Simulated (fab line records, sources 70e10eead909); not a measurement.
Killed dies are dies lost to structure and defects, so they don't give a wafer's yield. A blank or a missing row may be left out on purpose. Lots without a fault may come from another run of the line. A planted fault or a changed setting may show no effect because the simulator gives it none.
fab line records | flow nand_harc
record lots=12 wafers=36 last_day=23
route steps=1159 shown P_M0@278 P_M1@303 END@1159
lots that met no fault: from a run of the same line without faults
start_h: hours from the record's first day to the start of the lot's first wafer shown | wait_h: hours since the lot's step before | " the same as in the row above | L1.1+2: a row that stands for several wafers | - no value, or no start given | * or withheld: withheld | < > ~ a bound
route shown NAME@n: a module of which the file shows steps, and the number in the route of the first | usual: mean/standard deviation of fault-free wafers | same: alike in all rows | chamber/n: place in a boat | sites: the reading at each site | _std_site: their standard deviation | _edge_site: outer sites' mean less inner sites' | radius_mm: how far each site lies from the wafer's centre | mask NAME#n: copy n | behind: the tool/chamber that last shaped the wafer | hold: why the lot was held/for how many hours/how that ended | device: the transistor (n, p or np) that didn't switch | end of line: the same wafers' tests at the end of the route | a step without rows: its recipe alone | killed: dies lost to structure and defects at the first sort, not the wafer's yield | map: a wafer's dies, x killed, . not, _ none there
set.NAME: the setting as run; set.NAME@STEP: as run at that earlier step | model.NAME: the simulator's own value behind a step, which no gauge read
steps of the route over a sample of lots; a table a step, a row a wafer
services: from which hour (start_h, from the record's first day; less than 0 if before it) a tool's chamber was out of use, for how many hours, and why
## steps
# step NHARC_P_M0_CMP_23
# recipe t_overpolish_s=20 target_thk_nm=117.53
# usual edge_zone_pressure_frac=1.000/0.0051 motor_current_A=11.4/1.1 time_to_endpoint_s=29.5/3
# columns lot.wafer tool chamber start_h wait_h edge_zone_pressure_frac motor_current_A time_to_endpoint_s
L153.3 cmp-02 2 141.76 - 0.996 10.6 28.8
L153.2 " 0 " " 1.002 11.5 32.7
L153.6 " 3 " " 1.004 12.6 32.3
L154.1 cmp-04 3 141.98 - 0.999 9.9 28.9
L154.3 " 0 " " 1.013 10.0 24.4
L154.2 " 1 " " 0.991 12.6 27.0
L157.1 cmp-04 2 150.89 - 1.003 10.7 31.3
L157.4 " 0 " " 0.990 10.4 27.1
L157.5 " 2 " " 1.000 11.0 31.6
L159.2 cmp-04 3 160.87 - 0.987 9.9 30.9
L159.6 " 0 " " 0.997 10.6 27.2
L159.5 " 1 " " 1.001 11.8 30.1
L158.4 cmp-02 0 164.31 - 1.000 11.7 31.5
L158.1 " 1 " " 1.003 12.1 29.3
L158.2 " 2 " " 0.994 11.3 33.8
L160.4 cmp-04 1 179.67 - 0.997 13.0 26.1
L160.5 " 2 " " 1.010 10.7 30.7
L160.6 " 3 " " 0.993 9.7 28.5
L161.4 cmp-04 2 181.63 - 1.001 11.3 34.7
L161.3 " 0 " " 0.994 10.2 26.9
L161.5 " 2 " " 1.000 11.0 30.0
L164.1 cmp-04 2 191.09 - 0.992 10.6 29.6
L164.5 " 1 " " 1.002 12.5 26.4
L164.6 " 2 " " 0.995 10.7 31.8
L163.3 cmp-02 0 192.16 - 0.998 11.3 28.7
L163.2 " 2 " " 1.007 11.1 32.4
L163.5 " 0 " " 1.000 11.2 32.1
L166.1 cmp-02 1 202.33 - 0.999 12.5 32.2
L166.3 " 2 " " 0.998 10.5 32.8
L166.4 " 3 " " 1.000 11.7 37.8
L170.3 cmp-04 1 232.79 - 1.011 12.8 26.6
L170.1 " 2 " " 1.007 11.0 29.6
L170.2 " 0 " " 1.005 10.4 24.9
L171.3 cmp-01 0 238.84 - 0.991 11.2 33.4
L171.1 " 1 " " 1.005 12.0 32.4
L171.2 " 2 " " 0.993 14.5 26.9
# step NHARC_P_M1_ETCH_28
# recipe target_depth_a=300 over_etch_frac=0.3 time_s=72.99 ion_energy_ev=150 cf4_flow_sccm=50 n2_flow_sccm=100 ar_flow_sccm=150 rf_w=300 bias_w=100 chemistry=CF4/N2
# usual bias_w=100.0/0.3 cf4_flow_sccm=50.02/0.16 drypump_motor_current_A=5.9/0.44 oes_product_au=0.999/0.014 rf_vpp_V=314.8/1.9 showerhead_plenum_p_Torr=2.66/0.1 throttle_valve_pct=19.795/0.0086
# columns lot.wafer tool chamber start_h wait_h bias_w cf4_flow_sccm drypump_motor_current_A oes_product_au rf_hours_counter_h rf_vpp_V showerhead_plenum_p_Torr throttle_valve_pct
L153.2 rie_diel-08 2 144.67 0.3 99.8 50.21 5.5 0.994 1 316.1 2.74 19.807
L153.3 " 2 " " 100.3 50.05 5.5 0.986 - 317.2 2.74 19.802
L153.6 " 2 " " 100.2 50.11 5.5 0.991 - 315.9 2.74 19.803
L154.1 rie_diel-13 3 144.93 - 100.4 49.72 5.8 1.003 3 311.2 2.45 19.782
L154.2 " 0 " " 99.5 49.79 6.2 1.004 3 318.1 2.79 19.804
L154.3 " 1 " " 99.8 49.72 5.3 1.028 3 316.2 2.73 19.792
L157.4 rie_diel-05 0 153.56 - 99.7 49.95 5.0 0.998 3 314.2 2.61 19.779
L157.1 " 1 " " 100.1 49.92 6.5 0.971 4 316.4 2.68 19.800
L157.5 " 0 " " 100.0 50.01 5.1 1.008 - 313.6 2.61 19.801
L159.2 rie_diel-08 1 163.79 - 99.7 50.03 6.2 0.999 3 313.7 2.54 19.795
L159.6 " 3 " " 100.0 50.10 6.4 0.993 - 315.6 2.75 19.800
L159.5 " 2 " " 100.1 50.00 5.5 0.996 - 316.3 2.74 19.794
L158.4 rie_diel-13 0 166.97 - 100.5 49.84 6.2 0.986 5 317.4 2.79 19.797
L158.2 " 2 " " 100.2 50.13 5.6 1.027 3 316.1 2.71 19.794
L158.1 " 3 " " 99.6 50.11 5.8 0.996 5 312.5 2.45 19.790
L160.5 rie_diel-08 1 182.34 - 100.5 50.18 6.1 0.998 - 313.2 2.54 19.802
L160.4 " 2 " " 100.1 49.84 5.5 0.987 - 316.2 2.74 19.804
L160.6 " 3 " " 99.8 50.08 6.4 0.991 - 315.7 2.75 19.797
L161.3 rie_diel-05 2 184.17 - 100.1 49.80 5.8 1.010 0 312.4 2.53 19.788
L161.4 " 1 " " 100.3 49.80 6.5 0.980 0 315.4 2.67 19.794
L161.5 " 2 " " 99.8 49.74 5.8 0.997 - 313.2 2.53 19.800
L164.1 rie_diel-05 2 193.78 - 99.9 50.08 5.8 0.993 1 312.6 2.53 19.795
L164.5 " 3 " " 100.3 50.01 6.0 0.994 - 314.5 2.67 19.790
L164.6 " 0 " " 100.4 49.96 5.1 1.009 - 314.8 2.61 19.792
L163.3 rie_diel-05 3 194.90 - 99.9 50.16 6.0 0.988 1 314.8 2.67 19.807
L163.2 " 0 " " 100.2 49.85 5.1 1.002 1 314.2 2.61 19.805
L163.5 " 3 " " 99.7 50.12 6.0 0.979 - 315.0 2.67 19.784
L166.3 rie_diel-13 3 205.26 - 99.4 50.01 5.8 1.010 7 311.6 2.45 19.805
L166.4 " 0 " " 100.2 50.08 6.3 0.987 7 316.4 2.79 19.809
L166.1 " 1 " " 100.1 49.81 5.4 1.018 7 315.5 2.73 19.783
L170.2 rie_diel-08 2 235.63 - - - - - - - - -
L170.1 " 0 " " - - - - - - - -
L170.3 " 1 " " - - - - - - - -
L171.2 rie_diel-05 2 241.37 - - - - - - - - -
L171.3 " 3 " " - - - - - - - -
L171.1 " 1 " " - - - - - - - -
# step NHARC_P_M1_INSPECT_27
# usual raw_defect_count=338/120
# columns lot.wafer tool chamber start_h wait_h raw_defect_count
L153.2 defect_inspect-01 - 146.67 0.0 447
L153.3 " - " " 451
L153.6 " - " " 267
L154.1 defect_inspect-02 - 146.93 0.0 490
L154.2 " - " " 186
L154.3 " - " " 465
L157.1 defect_inspect-02 - 155.53 0.0 347
L157.4 " - " " 348
L157.5 " - " " 275
L159.2 defect_inspect-02 - 165.75 0.0 269
L159.5 " - " " 238
L159.6 " - " " 183
L158.1 defect_inspect-02 - 168.93 0.0 882
L158.2 " - " " 529
L158.4 " - " " 581
L160.4 defect_inspect-01 - 184.39 0.0 164
L160.5 " - " " 253
L160.6 " - " " 360
L161.3 defect_inspect-01 - 186.18 0.0 440
L161.4 " - " " 413
L161.5 " - " " 537
L164.1 defect_inspect-02 - 195.75 0.0 323
L164.5 " - " " 206
L164.6 " - " " 289
L163.2 defect_inspect-02 - 196.85 0.0 340
L163.3 " - " " 328
L163.5 " - " " 261
L166.1 defect_inspect-01 - 207.23 0.0 370
L166.3 " - " " 207
L166.4 " - " " 244
L170.1 defect_inspect-01 - 237.62 0.0 262
L170.2 " - " " 185
L170.3 " - " " 376
L171.1 defect_inspect-01 - 243.34 0.0 378
L171.2 " - " " 384
L171.3 " - " " 494
# step NHARC_END_SORT_01
# recipe temp_c=25
# usual defect_limited_yield=95.3/1.6 killed_at_array=28/11 killed_at_other=0.5/0.87 killed_at_periphery=2.9/2.2 killed_dies=32/11 killed_open=3.2/1.9 killed_short=1.8/1.4 sort_bin_2_pct=1.5/0.62 sort_bin_3_pct=0.22/0.18 sort_bin_4_pct=3.0/1.1 sort_n_pass=645/11 sort_rim_yield_pct=96.1/2.4 sort_yield_pct=95.3/1.6
# same gross_dies=677 sort_bin_5_pct[%]=0 sort_bin_6_pct[%]=0 sort_bin_7_pct[%]=0 sort_bin_8_pct[%]=0 sort_rim_n_gross=106.00
# columns lot.wafer tool chamber start_h wait_h hold defect_limited_yield[%] killed_at_array killed_at_other killed_at_periphery killed_dies killed_open killed_short sort_bin_2_pct[%] sort_bin_3_pct[%] sort_bin_4_pct[%] sort_n_pass sort_rim_yield_pct[%] sort_yield_pct[%]
L153.2 prober-02 0 448.24 2.8 - 95.1 27 1 5 33 4 1 2.2 0.30 2.4 644 95.3 95.1
L153.3 prober-02 0 449.05 3.1 - 96.6 21 1 1 23 3 1 0.6 0 2.8 654 98.1 96.6
L153.6 prober-02 0 451.46 4.0 - 96.8 19 0 3 22 4 3 1.6 0 1.6 655 99.1 96.8
L154.1 prober-01 0 456.29 2.5 - 96.3 22 0 3 25 4 0 1.0 0 2.7 652 99.1 96.3
L154.2 prober-01 0 457.08 2.8 - 96.0 25 0 2 27 4 1 0.9 0.15 3.0 650 98.1 96.0
L154.3 prober-01 0 457.87 3.1 - 96.8 19 0 3 22 3 0 1.0 0.15 2.1 655 97.2 96.8
L159.2 prober-02 0 476.33 2.8 - 96.6 22 1 0 23 0 1 1.6 0 1.8 654 94.3 96.6
L159.5 prober-02 0 478.73 3.7 - 95.9 24 0 4 28 8 1 0.3 0.15 3.7 649 91.5 95.9
L159.6 prober-02 0 479.53 4.0 - 95.1 33 0 0 33 3 0 1.5 0.15 3.2 644 100.0 95.1
L157.1 prober-02 0 483.48 2.5 - 94.1 34 3 3 40 5 1 1.9 0.15 3.8 637 93.4 94.1
L157.4 prober-02 0 485.92 3.4 - 93.2 38 3 5 46 6 4 1.5 0.15 5.2 631 93.4 93.2
L157.5 prober-02 0 486.73 3.8 - 94.7 30 3 3 36 5 2 1.8 0.30 3.2 641 97.2 94.7
L158.1 prober-01 0 492.94 2.4 - 94.1 36 1 3 40 2 0 2.2 0.15 3.5 637 97.2 94.1
L158.2 prober-01 0 493.74 2.7 - 95.9 28 0 0 28 2 2 1.0 0.15 3.0 649 94.3 95.9
L158.4 prober-01 0 495.33 3.4 - 94.8 33 0 2 35 2 1 2.1 0.30 2.8 642 99.1 94.8
L161.3 prober-02 0 500.67 3.1 - 97.6 15 0 1 16 4 1 1.0 0 1.3 661 98.1 97.6
L161.4 prober-02 0 501.47 3.4 - 97.3 16 0 2 18 5 4 1.0 0 1.6 659 97.2 97.3
L161.5 prober-02 0 502.27 3.7 - 98.2 11 1 0 12 4 2 0.6 0 1.2 665 99.1 98.2
L164.1 prober-01 0 500.73 2.5 - 93.5 41 0 3 44 4 3 2.7 0.44 3.4 633 91.5 93.5
L164.5 prober-01 0 503.93 3.7 - 91.9 51 0 4 55 6 2 3.0 0.44 4.7 622 96.2 91.9
L164.6 prober-01 0 504.73 4.0 - 93.1 46 0 1 47 3 4 1.8 0 5.2 630 98.1 93.1
L163.2 prober-02 0 507.65 2.8 - 97.6 14 0 2 16 4 0 0.7 0.44 1.2 661 99.1 97.6
L163.3 prober-02 0 508.44 3.1 - 97.3 18 0 0 18 4 0 0.6 0.15 1.9 659 99.1 97.3
L163.5 prober-02 0 510.03 3.7 - 97.8 15 0 0 15 2 0 0 0 2.2 662 99.1 97.8
L160.4 prober-01 0 510.89 3.4 - 94.7 27 0 9 36 4 0 1.2 0.44 3.7 641 90.6 94.7
L160.5 prober-01 0 511.67 3.6 - 95.4 20 0 11 31 6 0 1.2 0.30 3.1 646 96.2 95.4
L160.6 prober-01 0 512.46 3.9 - 96.8 20 0 2 22 2 1 0.7 0 2.5 655 98.1 96.8
L166.1 prober-01 0 516.31 2.6 - 91.6 54 1 2 57 5 1 3.0 0.59 4.9 620 92.5 91.6
L166.3 prober-01 0 517.92 3.1 - 91.6 52 2 3 57 2 2 2.5 0.59 5.3 620 94.3 91.6
L166.4 prober-01 0 518.72 3.4 - 91.6 54 0 3 57 4 3 3.0 0.30 5.2 620 94.3 91.6
L170.1 prober-01 0 550.75 2.5 await_dispo/1.8h/scrap 0 37 0 640 677 1 0 96.0 0.30 3.7 0 0 0
L170.2 prober-01 0 551.56 2.8 await_dispo/1.8h/scrap 0 53 0 624 677 1 4 93.9 0.44 5.6 0 0 0
L170.3 prober-01 0 552.36 3.1 await_dispo/1.8h/scrap 0 52 0 625 677 5 1 94.8 0.30 4.9 0 0 0
L171.1 prober-02 0 550.92 2.5 await_dispo/1.9h/scrap 0 29 0 648 677 1 1 96.5 0 3.5 0 0 0
L171.2 prober-02 0 551.72 2.8 await_dispo/1.9h/scrap 0 18 0 659 677 0 2 97.0 0.15 2.8 0 0 0
L171.3 prober-02 0 552.52 3.1 await_dispo/1.9h/scrap 0 19 0 658 677 4 1 96.8 0.15 3.1 0 0 0
# killed by level:class
L153.2 A_SLIT:chamber_film_flake=14 A_CHANNEL_HOLE_D1:chamber_film_flake=4 A_CONTACT:chamber_film_flake=4 P_CONTACT:geometric_particle:open=2 P_GATE:chamber_film_flake=2 A_STAIRCASE:chamber_film_flake=2 A_SGD_CUT:geometric_particle:short=1 A_CONTACT:geometric_particle:open=1
L153.3 A_SLIT:chamber_film_flake=9 A_CHANNEL_HOLE_D1:chamber_film_flake=4 A_CONTACT:chamber_film_flake=2 A_SOURCE_PLATE:geometric_particle:open=1 A_CHANNEL_FILL_D1:geometric_particle:open=1 A_WL_FILL:geometric_particle:short=1 A_CONTACT:geometric_particle:open=1 P_ZERO_WELL:chamber_film_flake=1
L153.6 A_SLIT:chamber_film_flake=9 A_CONTACT:geometric_particle:open=2 A_CHANNEL_HOLE_D1:chamber_film_flake=2 A_CONTACT:chamber_film_flake=2 P_GATE:geometric_particle:short=1 P_CONTACT:geometric_particle:open=1 A_CHANNEL_HOLE_D1:geometric_particle:open=1 A_SGD_CUT:geometric_particle:short=1
L154.1 A_CHANNEL_HOLE_D1:chamber_film_flake=17 P_GATE:geometric_particle:open=1 A_SOURCE_PLATE:geometric_particle:open=1 A_WL_FILL:geometric_particle:open=1 A_CONTACT:geometric_particle:open=1 P_ZERO_WELL:chamber_film_flake=1 P_M2:chamber_film_flake=1 A_STAIRCASE:chamber_film_flake=1
L154.2 A_CHANNEL_HOLE_D1:chamber_film_flake=19 A_STAIRCASE:chamber_film_flake=2 P_M0:geometric_particle:open=1 P_M0:geometric_particle:short=1 A_ONON_D1:geometric_particle:open=1 A_M0:geometric_particle:open=1 A_M1:geometric_particle:open=1 A_ZERO_WELL:chamber_film_flake=1
L154.3 A_CHANNEL_HOLE_D1:chamber_film_flake=15 P_GATE:geometric_particle:open=1 P_CONTACT:geometric_particle:open=1 A_CONTACT:geometric_particle:open=1 P_M2:chamber_film_flake=1 A_CHANNEL_FILL_D1:chamber_film_flake=1 A_WL_FILL:chamber_film_flake=1 A_CONTACT:chamber_film_flake=1
L159.2 A_SLIT:chamber_film_flake=9 A_CHANNEL_HOLE_D1:chamber_film_flake=5 A_CONTACT:chamber_film_flake=5 A_CHANNEL_FILL_D1:geometric_particle:short=1 A_CHANNEL_FILL_D1:chamber_film_flake=1 A_STAIRCASE:chamber_film_flake=1 THIN_TSV:chamber_film_flake=1
L159.5 A_SLIT:chamber_film_flake=8 A_CONTACT:chamber_film_flake=5 A_CHANNEL_HOLE_D1:chamber_film_flake=4 P_CONTACT:geometric_particle:open=3 A_WL_FILL:geometric_particle:open=2 A_STAIRCASE:chamber_film_flake=2 P_GATE:geometric_particle:open=1 A_CHANNEL_FILL_D1:geometric_particle:open=1
L159.6 A_SLIT:chamber_film_flake=14 A_CONTACT:chamber_film_flake=8 A_STAIRCASE:chamber_film_flake=6 A_CONTACT:geometric_particle:open=2 A_CHANNEL_HOLE_D1:chamber_film_flake=2 A_WL_FILL:geometric_particle:open=1
L157.1 A_SLIT:chamber_film_flake=12 A_CHANNEL_HOLE_D1:chamber_film_flake=11 THIN_TSV:chamber_film_flake=3 A_M0:geometric_particle:open=2 A_ZERO_WELL:chamber_film_flake=2 A_CHANNEL_FILL_D1:chamber_film_flake=2 A_STAIRCASE:chamber_film_flake=2 P_M0:geometric_particle:open=1
L157.4 A_CHANNEL_HOLE_D1:chamber_film_flake=15 A_SLIT:chamber_film_flake=11 THIN_TSV:chamber_film_flake=3 P_M0:geometric_particle:open=2 A_ZERO_WELL:chamber_film_flake=2 A_STAIRCASE:chamber_film_flake=2 P_GATE:geometric_particle:open=1 P_GATE:geometric_particle:short=1
L157.5 A_CHANNEL_HOLE_D1:chamber_film_flake=13 A_SLIT:chamber_film_flake=9 P_M0:geometric_particle:open=2 A_CONTACT:chamber_film_flake=2 THIN_TSV:chamber_film_flake=2 P_CONTACT:geometric_particle:short=1 A_ONON_D1:geometric_particle:open=1 A_SGD_CUT:geometric_particle:open=1
L158.1 A_SLIT:chamber_film_flake=16 A_CHANNEL_HOLE_D1:chamber_film_flake=15 A_CONTACT:chamber_film_flake=3 P_STI:geometric_particle:open=1 STARTING-WAFER:geometric_particle:open=1 P_ZERO_WELL:chamber_film_flake=1 P_GATE:chamber_film_flake=1 A_ZERO_WELL:chamber_film_flake=1
L158.2 A_CHANNEL_HOLE_D1:chamber_film_flake=11 A_SLIT:chamber_film_flake=8 A_CONTACT:chamber_film_flake=3 A_ONON_D1:geometric_particle:short=1 A_CHANNEL_HOLE_D1:geometric_particle:open=1 A_CHANNEL_FILL_D1:geometric_particle:short=1 A_M1:geometric_particle:open=1 A_ZERO_WELL:chamber_film_flake=1
L158.4 A_SLIT:chamber_film_flake=15 A_CHANNEL_HOLE_D1:chamber_film_flake=13 P_ZERO_WELL:chamber_film_flake=2 A_WL_FILL:geometric_particle:short=1 A_CONTACT:geometric_particle:open=1 A_BLC:geometric_particle:open=1 A_STAIRCASE:chamber_film_flake=1 A_CONTACT:chamber_film_flake=1
L161.3 A_WL_FILL:chamber_film_flake=4 A_BLC:geometric_particle:open=3 A_CHANNEL_HOLE_D1:chamber_film_flake=3 A_CONTACT:chamber_film_flake=2 A_M0:geometric_particle:short=1 A_M0:geometric_particle:open=1 P_ZERO_WELL:chamber_film_flake=1 A_STAIRCASE:chamber_film_flake=1
L164.1 A_CHANNEL_HOLE_D1:chamber_film_flake=13 A_SLIT:chamber_film_flake=10 A_CONTACT:chamber_film_flake=6 A_STAIRCASE:chamber_film_flake=5 A_ONON_D1:geometric_particle:short=2 P_STI:chamber_film_flake=2 P_STI:geometric_particle:open=1 A_ONON_D1:geometric_particle:open=1
L161.4 A_STAIRCASE:chamber_film_flake=3 A_CHANNEL_HOLE_D1:chamber_film_flake=2 A_WL_FILL:chamber_film_flake=2 P_CONTACT:geometric_particle:short=1 P_M1:geometric_particle:open=1 A_SOURCE_PLATE:geometric_particle:short=1 A_SOURCE_PLATE:geometric_particle:open=1 A_ONON_D1:geometric_particle:short=1
L161.5 A_WL_FILL:chamber_film_flake=2 A_SOURCE_PLATE:geometric_particle:open=1 A_SOURCE_PLATE:geometric_particle:short=1 A_CONTACT:geometric_particle:open=1 A_CONTACT:geometric_particle:short=1 A_BLC:geometric_particle:open=1 A_M0:geometric_particle:open=1 A_CHANNEL_HOLE_D1:chamber_film_flake=1
L164.5 A_CHANNEL_HOLE_D1:chamber_film_flake=18 A_SLIT:chamber_film_flake=15 A_CONTACT:chamber_film_flake=6 A_CHANNEL_FILL_D1:geometric_particle:open=3 P_STI:chamber_film_flake=3 A_M0:geometric_particle:open=2 A_ZERO_WELL:chamber_film_flake=2 A_ONON_D1:geometric_particle:short=1
L164.6 A_CHANNEL_HOLE_D1:chamber_film_flake=18 A_SLIT:chamber_film_flake=15 A_STAIRCASE:chamber_film_flake=3 A_CONTACT:chamber_film_flake=3 A_CHANNEL_FILL_D1:geometric_particle:short=2 A_ONON_D1:geometric_particle:short=1 A_CHANNEL_FILL_D1:geometric_particle:open=1 A_WL_FILL:geometric_particle:short=1
L163.2 A_STAIRCASE:chamber_film_flake=4 A_CHANNEL_HOLE_D1:chamber_film_flake=3 A_WL_FILL:chamber_film_flake=2 A_ONON_D1:geometric_particle:open=1 A_CHANNEL_FILL_D1:geometric_particle:open=1 A_SLIT:geometric_particle:open=1 A_M1:geometric_particle:open=1 P_ZERO_WELL:chamber_film_flake=1
L163.3 A_STAIRCASE:chamber_film_flake=6 A_WL_FILL:chamber_film_flake=3 A_CONTACT:chamber_film_flake=3 A_CHANNEL_HOLE_D1:chamber_film_flake=2 A_CHANNEL_FILL_D1:geometric_particle:open=1 A_WL_FILL:geometric_particle:open=1 A_CONTACT:geometric_particle:open=1 A_BLC:geometric_particle:open=1
L163.5 A_STAIRCASE:chamber_film_flake=7 A_CHANNEL_HOLE_D1:chamber_film_flake=2 A_WL_FILL:chamber_film_flake=2 A_CONTACT:chamber_film_flake=2 A_ONON_D1:geometric_particle:open=1 A_M0:geometric_particle:open=1
L160.4 A_SLIT:chamber_film_flake=12 A_STAIRCASE:chamber_film_flake=8 P_M2:chamber_film_flake=7 A_CHANNEL_FILL_D1:geometric_particle:open=2 A_CHANNEL_HOLE_D1:chamber_film_flake=2 A_CONTACT:chamber_film_flake=2 P_M0:geometric_particle:open=1 A_CONTACT:geometric_particle:open=1
L160.5 A_SLIT:chamber_film_flake=8 A_CHANNEL_HOLE_D1:chamber_film_flake=6 P_M2:chamber_film_flake=4 P_M0:geometric_particle:open=3 P_STI:chamber_film_flake=2 P_CONTACT:geometric_particle:open=1 A_CHANNEL_FILL_D1:geometric_particle:open=1 A_CONTACT:geometric_particle:open=1
L160.6 A_SLIT:chamber_film_flake=8 A_STAIRCASE:chamber_film_flake=5 A_ONON_D1:geometric_particle:short=1 A_CONTACT:geometric_particle:open=1 A_M0:geometric_particle:open=1 P_STI:chamber_film_flake=1 P_M2:chamber_film_flake=1 A_ZERO_WELL:chamber_film_flake=1
L166.1 A_CHANNEL_HOLE_D1:chamber_film_flake=23 A_SLIT:chamber_film_flake=14 A_STAIRCASE:chamber_film_flake=9 A_ONON_D1:geometric_particle:open=2 A_STAIRCASE:geometric_particle:open=1 A_WL_FILL:geometric_particle:open=1 A_BLC:geometric_particle:open=1 STARTING-WAFER:geometric_particle:short=1
L166.3 A_CHANNEL_HOLE_D1:chamber_film_flake=22 A_SLIT:chamber_film_flake=21 A_STAIRCASE:chamber_film_flake=5 P_STI:chamber_film_flake=2 A_ONON_D1:geometric_particle:short=1 A_CHANNEL_FILL_D1:geometric_particle:short=1 A_CONTACT:geometric_particle:open=1 STARTING-WAFER:geometric_particle:open=1
L166.4 A_CHANNEL_HOLE_D1:chamber_film_flake=18 A_SLIT:chamber_film_flake=14 A_STAIRCASE:chamber_film_flake=12 A_M0:chamber_film_flake=3 A_ONON_D1:geometric_particle:open=2 P_GATE:geometric_particle:open=1 A_ONON_D1:geometric_particle:short=1 A_CHANNEL_FILL_D1:geometric_particle:short=1
L170.1 P_M1:area_etch=640 A_SLIT:chamber_film_flake=17 A_CHANNEL_HOLE_D1:chamber_film_flake=12 A_CONTACT:chamber_film_flake=3 A_ZERO_WELL:chamber_film_flake=2 A_ONON_D1:geometric_particle:open=1 A_STAIRCASE:chamber_film_flake=1 A_WL_FILL:chamber_film_flake=1
L171.1 P_M1:area_etch=646 A_CHANNEL_HOLE_D1:chamber_film_flake=8 A_CONTACT:chamber_film_flake=8 A_WL_FILL:chamber_film_flake=4 A_CHANNEL_FILL_D1:chamber_film_flake=2 A_STAIRCASE:chamber_film_flake=2 A_SGD_CUT:chamber_film_flake=2 A_CHANNEL_FILL_D1:geometric_particle:open=1
L170.2 P_M1:area_etch=621 A_SLIT:chamber_film_flake=19 A_CHANNEL_HOLE_D1:chamber_film_flake=18 A_CONTACT:chamber_film_flake=7 A_STAIRCASE:chamber_film_flake=3 A_CHANNEL_HOLE_D1:geometric_particle:short=2 P_STI:geometric_particle:open=1 A_SLIT:geometric_particle:short=1
L171.2 P_M1:area_etch=652 A_CHANNEL_HOLE_D1:chamber_film_flake=6 A_CONTACT:chamber_film_flake=5 P_GATE:chamber_film_flake=3 A_STAIRCASE:chamber_film_flake=3 P_STI:chamber_film_flake=2 P_GATE:geometric_particle:short=1 A_WL_FILL:geometric_particle:short=1
L170.3 P_M1:area_etch=625 A_SLIT:chamber_film_flake=20 A_CHANNEL_HOLE_D1:chamber_film_flake=20 A_CONTACT:chamber_film_flake=3 A_STAIRCASE:chamber_film_flake=2 A_ONON_D1:geometric_particle:open=1 A_CHANNEL_HOLE_D1:geometric_particle:open=1 A_SGD_CUT:geometric_particle:open=1
L171.3 P_M1:area_etch=645 A_CHANNEL_HOLE_D1:chamber_film_flake=7 P_ZERO_WELL:chamber_film_flake=5 P_STI:chamber_film_flake=3 A_STAIRCASE:chamber_film_flake=3 A_WL_FILL:chamber_film_flake=3 A_CONTACT:chamber_film_flake=3 P_M0:geometric_particle:open=2
## services
# columns tool chamber start_h hours kind
rie_diel-05 0 118.10 - clean
rie_diel-05 1 118.10 - clean
rie_diel-05 2 118.10 - clean
rie_diel-05 3 118.10 - clean
rie_diel-13 - 119.40 0.2 repair
cmp-02 - 123.10 3.3 repair
rie_diel-13 2 123.77 21.7 repair
rie_diel-08 - 124.88 9.0 pm
cmp-02 - 128.55 4.0 pm
rie_diel-13 3 134.00 1.8 repair
cmp-01 - 135.54 1.1 repair
rie_diel-08 1 141.25 6.0 repair
rie_diel-05 0 142.60 - clean
rie_diel-05 1 142.60 - clean
rie_diel-05 - 163.60 9.0 pm
cmp-02 - 171.19 17.3 repair
cmp-01 - 179.50 4.0 pm
cmp-04 - 203.73 4.0 pm
cmp-04 - 207.73 - consumable_replace:conditioner
cmp-04 - 207.73 - consumable_replace:pad
cmp-04 - 219.67 3.3 repair
cmp-01 - 219.81 5.3 repair
rie_diel-13 1 223.23 23.2 repair
cmp-02 - 226.55 4.0 pm
## key
first_sign step=NHARC_P_M1_ETCH_28 reading=tool_record direction=missing
effect step=NHARC_END_SORT_01 reading=killed_at_periphery direction=up sigmas=99+ usual=2.9 struck=642.3
more_kills_born_at NHARC_P_M1_ETCH_28@rie_diel-05=1943 NHARC_P_M1_ETCH_28@rie_diel-08=1886
met_at NHARC_P_M1_ETCH_28
struck_lots L170,L171
later_rows_left_out L170.1,L170.2,L170.3,L171.1,L171.2,L171.3
not_acting_at NHARC_P_M0_CMP_23,NHARC_P_M1_INSPECT_27
onset_between 194.90 235.63
fault kind=skipped_step_whole tool=rie_diel-05,rie_diel-08 chamber=- onset_h=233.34 steps=NHARC_P_M1_ETCH_28 scope=struck_lots_only
# later_rows_left_out: the simulator's readings of these wafers behind a module that went badly wrong aren't trusted and aren't shown, but for the sort
